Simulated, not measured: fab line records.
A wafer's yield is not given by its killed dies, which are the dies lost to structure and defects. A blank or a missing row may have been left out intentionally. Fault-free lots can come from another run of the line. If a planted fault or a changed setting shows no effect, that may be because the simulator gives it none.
Chamber matching    flow n5Finfet    N5_BEOL_M11_PECVD_70 on pecvd-04 has 3 sister chambers
The step deposits SiO2 from TEOS/O2, target thk 20 nm, time 22.7 s. 3 wafers are shown with their chamber, then 7 later ones without.

== WAFERS PAIRED WITH THEIR CHAMBERS ==
wafer   chamber  throttleValvePct (%)
L816.2  0        24.9
L822.1  1        21.1
L822.4  2        22.0

== WAFERS MISSING THEIR CHAMBER ==
wafer   throttleValvePct (%)
L822.6  25.3
L823.1  25.6
L823.4  21.2
L823.5  25.5
L827.1  21.9
L827.2  21.5
L827.3  25.3

== CHAMBER TAKEN BY EACH ==
wafer   from the rows above      in truth
L822.6  0                        0
L823.1  0                        0
L823.4  can't be placed: 1 or 2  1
L823.5  0                        0
L827.1  can't be placed: 2 or 1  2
L827.2  can't be placed: 1 or 2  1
L827.3  0                        0
Correctly placed: 4 of 7. Unplaceable from these rows: 3, with the true chamber sitting among the candidates in 3. Wrongly placed: 0.
How it was worked out, from the rows above alone: a wafer's distance from a chamber is the root of the sum, over the readings, of the square of ((its reading less the chamber's mean) divided by the reading's scatter). If the next closest chamber is less than 2 further off than the closest, the wafer can't be placed; otherwise it belongs to the closest. Each chamber's mean is taken over the wafers shown for it. The scatter: root of mean squared gap, hidden wafer to nearest shown wafer, with one shown wafer a chamber.
